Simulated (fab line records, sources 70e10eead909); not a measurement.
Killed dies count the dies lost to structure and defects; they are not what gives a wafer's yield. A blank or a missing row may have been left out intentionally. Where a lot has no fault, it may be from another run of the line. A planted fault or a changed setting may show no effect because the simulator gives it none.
fab line records -- flow nand-harc
record: lots: 7, wafers: 21, last-day: 23
route steps=1159 shown THIN_TSV@1139
lots that met no fault: taken from a fault-free run of the same line
start-h: hours from the record's first day to the start of the lot's first wafer shown -- wait-h: hours elapsed since this lot's preceding step -- " identical to the entry in the row above -- L1.1+2: several wafers, shown together as one row -- - value missing, or start not given -- * or withheld: withheld -- < > ~ a bound
route shown NAME@n: names a module that has steps shown in the file, with the first one's number in the route -- usual: mean/standard deviation taken from wafers without a fault -- same: alike in all rows -- chamber/n: place in a boat -- sites: per-site readings -- _std_site: the standard deviation of these -- _edge_site: mean of outer sites minus mean of inner sites -- radius-mm: for every site, how far away it sits from the centre of the wafer -- mask NAME#n: copy n -- behind: the most recent tool/chamber to have shaped the wafer -- hold: why the lot was held/for how many hours/how that ended -- device: the n, p or np transistor that did not switch -- end of line: tests of these same wafers at the route's end -- a step with no rows: only its recipe -- killed: dies that structure and defects cost at the first sort, which is not the same as the wafer's yield -- map: the dies of a wafer, with x for killed, . for not killed, _ for no die there
set.NAME: the run value of the setting; set.NAME@STEP: its run value at that earlier step -- model.NAME: the simulator's own value behind a step, which no gauge read
lots seen at some steps along the route; tables by step, rows by wafer
services: from which hour (start-h, from the record's first day; less than 0 if before it) a tool's chamber was out of use, for how many hours, and why
== steps ==
step: NHARC_THIN_TSV_PVD_24
recipe: target-thk-a: 8000, power-w: withheld, chamber-pressure-pa: withheld, substrate-temp-c: withheld, time-s: withheld, gas: Ar, material: Al
step: NHARC_THIN_TSV_DEHYDRATE_25
recipe: temp-c: 150, time-s: 120
step: NHARC_THIN_TSV_HMDS_26
recipe: time-s: 30
step: NHARC_THIN_TSV_COAT_27
recipe: spin-rpm: *
step: NHARC_THIN_TSV_SOFTBAKE_28
recipe: temp-c: 122, time-s: 95
step: NHARC_THIN_TSV_EBR_29
step: NHARC_THIN_TSV_EXPOSE_30
recipe: na: 0.55, dose-mj: 11.47, mask-id: PAD
step: NHARC_THIN_TSV_PEB_31
recipe: peb-temp-c: 118, peb-time-s: 85
step: NHARC_THIN_TSV_DEVELOP_32
recipe: time-s: 70
step: NHARC_THIN_TSV_CD_MEAS_33
recipe: target-cd-nm: 5000, landing-energy-ev: 500
usual: cd-nm: 5000/3.7
lot.wafer,tool,chamber,start-h,wait-h,cd-nm
L809.1,cd-sem-02,0,450.50,-,5002
L809.4,cd-sem-02,0,450.50,-,5000
L809.6,cd-sem-02,0,450.50,-,4998
L818.3,cd-sem-01,0,480.01,-,5003
L818.4,cd-sem-01,0,480.01,-,5005
L818.5,cd-sem-01,0,480.01,-,5007
L819.2,cd-sem-01,0,497.45,-,4994
L819.3,cd-sem-01,0,497.45,-,4996
L819.6,cd-sem-01,0,497.45,-,4999
L823.3,cd-sem-03,0,532.70,-,5004
L823.4,cd-sem-03,0,532.70,-,5008
L823.6,cd-sem-03,0,532.70,-,5002
L826.2,cd-sem-01,0,540.65,-,4996
L826.5,cd-sem-01,0,540.65,-,4999
L826.6,cd-sem-01,0,540.65,-,4999
L830.1,cd-sem-02,0,550.68,-,4999
L830.3,cd-sem-02,0,550.68,-,4999
L830.6,cd-sem-02,0,550.68,-,4998
L831.1,cd-sem-02,0,552.04,-,4994
L831.3,cd-sem-02,0,552.04,-,4995
L831.5,cd-sem-02,0,552.04,-,4996
step: NHARC_THIN_TSV_HARDBAKE_34
recipe: temp-c: 125, time-s: 80
step: NHARC_THIN_TSV_DESCUM_35
recipe: time-s: 3, o2-flow-sccm: 200, ar-flow-sccm: 0, bias-power-w: 0, chemistry: O2
usual: drypump-motor-current-A: 5.8/0.48, oes-product-au: 1.000/0.017, rf-vpp-V: 57.7/0.9, showerhead-plenum-p-Torr: 1.91/0.065, throttle-valve-pct: 11.311/0.0095
lot.wafer,tool,chamber,start-h,wait-h,drypump-motor-current-A,oes-product-au,rf-hours-counter-h,rf-vpp-V,showerhead-plenum-p-Torr,throttle-valve-pct
L809.1,rie-diel-06,2,450.69,-,5.3,1.010,2,57.9,1.97,11.315
L809.6,rie-diel-06,1,450.69,-,5.2,0.993,-,57.9,1.95,11.303
L809.4,rie-diel-06,2,450.69,-,5.3,1.006,-,58.1,1.97,11.308
L818.3,rie-diel-06,0,480.19,-,5.8,0.999,3,57.8,1.81,11.337
L818.4,rie-diel-06,2,480.19,-,5.3,1.020,4,56.9,1.97,11.319
L818.5,rie-diel-06,0,480.19,-,5.8,0.998,-,58.1,1.81,11.310
L819.3,rie-diel-08,2,497.60,-,6.3,1.006,1,55.4,1.85,11.292
L819.2,rie-diel-08,3,497.60,-,6.3,1.005,1,58.4,2.00,11.299
L819.6,rie-diel-08,2,497.60,-,6.3,0.996,-,56.2,1.85,11.312
L823.3,rie-diel-07,1,532.85,-,6.7,0.992,9,57.5,1.89,11.307
L823.4,rie-diel-07,0,532.85,-,6.2,1.019,9,56.8,1.79,11.308
L823.6,rie-diel-07,2,532.85,-,5.3,1.038,-,58.9,1.97,11.321
L826.2,rie-diel-08,2,540.82,-,6.3,0.980,6,57.2,1.84,11.311
L826.5,rie-diel-08,1,540.82,-,5.1,1.015,-,58.7,1.88,11.297
L826.6,rie-diel-08,2,540.82,-,6.3,0.987,-,57.4,1.84,11.318
L830.3,rie-diel-07,0,550.85,-,6.2,1.020,11,56.8,1.79,11.321
L830.1,rie-diel-07,2,550.85,-,5.3,1.037,11,57.8,1.97,11.290
L830.6,rie-diel-07,0,550.85,-,6.2,1.022,-,58.8,1.79,11.301
L831.3,rie-diel-07,3,552.24,-,6.2,0.965,11,57.6,1.91,11.315
L831.1,rie-diel-07,0,552.24,-,6.2,1.014,11,57.5,1.79,11.311
L831.5,rie-diel-07,2,552.24,-,5.3,1.024,-,58.1,1.97,11.323
step: NHARC_THIN_TSV_ETCH_59
recipe: target-depth-a: 8800, icp-w: 900, bias-w: 100, Cl2_flow_sccm: 60, bcl3-flow-sccm: 30, time-s: 138.1, chemistry: Cl2/BCl3
usual: bcl3-flow-sccm: 29.99/0.09, drypump-motor-current-A: 5.7/0.57, oes-product-au: 1.001/0.014, run-length-s: 159.5/0.45, throttle-valve-pct: 22.264/0.0099
lot.wafer,tool,chamber,start-h,wait-h,bcl3-flow-sccm,drypump-motor-current-A,oes-product-au,rf-hours-counter-h,run-length-s,throttle-valve-pct
L809.1,rie-metal-03,1,450.81,0.1,29.84,6.4,1.012,4.7,159.0,22.263
L809.4,rie-metal-03,0,450.81,0.1,30.09,4.8,1.004,-,159.6,22.291
L809.6,rie-metal-03,0,450.81,0.1,29.95,4.8,0.999,-,159.6,22.263
L818.3,rie-metal-03,1,480.38,0.2,30.05,6.3,1.016,-,159.1,22.254
L818.4,rie-metal-03,0,480.38,0.2,30.12,4.8,1.003,-,159.2,22.262
L818.5,rie-metal-03,1,480.38,0.2,30.06,6.3,1.007,-,159.1,22.273
L819.2,rie-metal-03,0,497.73,0.1,30.05,4.8,0.996,1.0,159.1,22.273
L819.3,rie-metal-03,1,497.73,0.1,30.08,6.3,0.990,-,158.9,22.273
L819.6,rie-metal-03,1,497.73,0.1,30.01,6.3,0.993,-,159.2,22.261
L823.4,rie-metal-03,1,533.05,0.1,29.87,6.3,1.009,-,159.1,22.263
L823.3,rie-metal-03,0,533.05,0.1,29.98,4.8,0.998,-,159.2,22.255
L823.6,rie-metal-03,1,533.05,0.1,29.96,6.3,1.009,-,158.9,22.275
L826.2,rie-metal-03,0,540.97,0.1,30.04,4.8,1.005,2.5,134.4,22.257
L826.6,rie-metal-03,1,540.97,0.1,30.06,6.3,1.005,-,158.7,22.260
L826.5,rie-metal-03,0,540.97,0.1,29.88,4.8,1.008,-,134.5,22.272
L830.1,rie-metal-03,0,551.00,0.1,29.98,4.8,1.009,2.7,134.4,22.270
L830.3,rie-metal-03,1,551.00,0.1,29.89,6.3,1.015,-,159.7,22.267
L830.6,rie-metal-03,1,551.00,0.1,29.80,6.4,1.005,-,158.7,22.271
L831.1,rie-metal-03,0,552.38,0.1,30.00,4.8,1.010,2.9,134.3,22.252
L831.3,rie-metal-03,0,552.38,0.1,30.05,4.8,1.005,-,134.3,22.254
L831.5,rie-metal-03,0,552.38,0.1,30.10,4.8,1.009,-,134.6,22.268
step: NHARC_THIN_TSV_ETCH_36
recipe: target-depth-a: 650, over-etch-frac: 0.3, time-s: 18.571, ion-energy-ev: 150, chemistry: Cl2/BCl3
usual: drypump-motor-current-A: 5.7/0.56, oes-product-au: 1.002/0.013, run-length-s: 39.9/0.44
same: over-etch-frac: 0.3
lot.wafer,tool,chamber,start-h,wait-h,drypump-motor-current-A,oes-product-au,rf-hours-counter-h,run-length-s
L809.1,rie-metal-03,1,451.08,0.2,6.3,1.012,4.9,39.5
L809.4,rie-metal-03,0,451.08,0.2,4.8,0.995,-,40.1
L809.6,rie-metal-03,0,451.08,0.2,4.8,1.000,-,40.2
L818.4,rie-metal-03,0,480.58,0.1,4.8,1.018,-,39.6
L818.3,rie-metal-03,1,480.58,0.1,6.3,1.013,-,39.9
L818.5,rie-metal-03,1,480.58,0.1,6.3,1.012,-,39.8
L819.2,rie-metal-03,1,497.99,0.2,6.3,1.013,1.2,39.3
L819.3,rie-metal-03,0,497.99,0.2,4.8,1.003,-,40.0
L819.6,rie-metal-03,1,497.99,0.2,6.3,1.011,-,39.2
L823.3,rie-metal-03,0,533.25,0.1,4.8,0.999,-,39.5
L823.4,rie-metal-03,1,533.25,0.1,6.3,0.995,-,39.2
L823.6,rie-metal-03,0,533.25,0.1,4.8,1.008,-,39.6
L826.2,rie-metal-03,0,541.20,0.2,4.8,1.003,2.6,39.7
L826.6,rie-metal-03,1,541.20,0.2,6.4,1.011,-,39.5
L826.5,rie-metal-03,0,541.20,0.2,4.8,1.004,-,40.0
L830.1,rie-metal-03,0,551.23,0.2,4.8,1.005,2.9,39.7
L830.3,rie-metal-03,1,551.23,0.2,6.3,1.024,-,39.4
L830.6,rie-metal-03,1,551.23,0.2,6.3,1.014,-,39.3
L831.1,rie-metal-03,0,552.61,0.2,4.8,1.012,3.1,39.8
L831.3,rie-metal-03,1,552.61,0.2,6.3,1.010,-,39.2
L831.5,rie-metal-03,0,552.61,0.2,4.8,1.007,-,39.8
== services ==
tool,chamber,start-h,hours,kind
rie-diel-06,2,430.47,4.1,repair
rie-diel-07,0,438.70,-,clean
rie-diel-07,1,438.70,-,clean
rie-diel-07,2,438.70,-,clean
rie-diel-07,3,438.70,-,clean
rie-diel-06,3,442.27,10.6,repair
rie-diel-08,0,447.31,7.7,repair
rie-metal-03,-,453.00,9.0,pm
rie-metal-03,0,453.00,9.0,vent-cycle
rie-metal-03,1,453.00,9.0,vent-cycle
rie-metal-03,0,462.00,-,clean
rie-metal-03,1,462.00,-,clean
rie-diel-07,0,463.20,-,clean
rie-diel-07,1,463.20,-,clean
rie-diel-07,2,463.20,-,clean
rie-diel-07,3,463.20,-,clean
rie-diel-07,-,465.82,0.5,repair
rie-diel-08,-,478.80,9.0,pm
rie-diel-07,0,487.70,-,clean
rie-diel-07,-,492.08,0.6,repair
rie-diel-08,1,516.01,2.6,repair
rie-diel-08,3,547.34,1.5,repair
rie-diel-07,3,548.37,2.4,repair
rie-diel-06,1,549.66,2.9,repair
== key ==
first-sign: step: NHARC_THIN_TSV_ETCH_59, reading: run-length-s, direction: down, sigmas: 55, usual: *, struck: *
effect none on later readings
met-at NHARC_THIN_TSV_ETCH_59
struck-wafers L826.2,L826.5,L830.1,L831.1,L831.3,L831.5
later-rows-left-out L826.2,L826.5,L830.1,L831.1,L831.3,L831.5
sort-left-out L826.2,L826.5,L830.1,L831.1,L831.3,L831.5
onset-between 533.05 540.97
fault: kind: process-parameter-drift, tool: rie-metal-03, chamber: 0, onset-h: 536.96, steps: NHARC_THIN_TSV_ETCH_59, channel: time-s, offset: *, shape: step, end-h: 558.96, acts-in: *, stated: *
sort-left-out: the simulated sort isn't trusted on such a fault, so these wafers' sort isn't shown, and their yield isn't known
later-rows-left-out: the simulator's readings of these wafers behind a module that went badly wrong aren't trusted and aren't shown, but for the sort
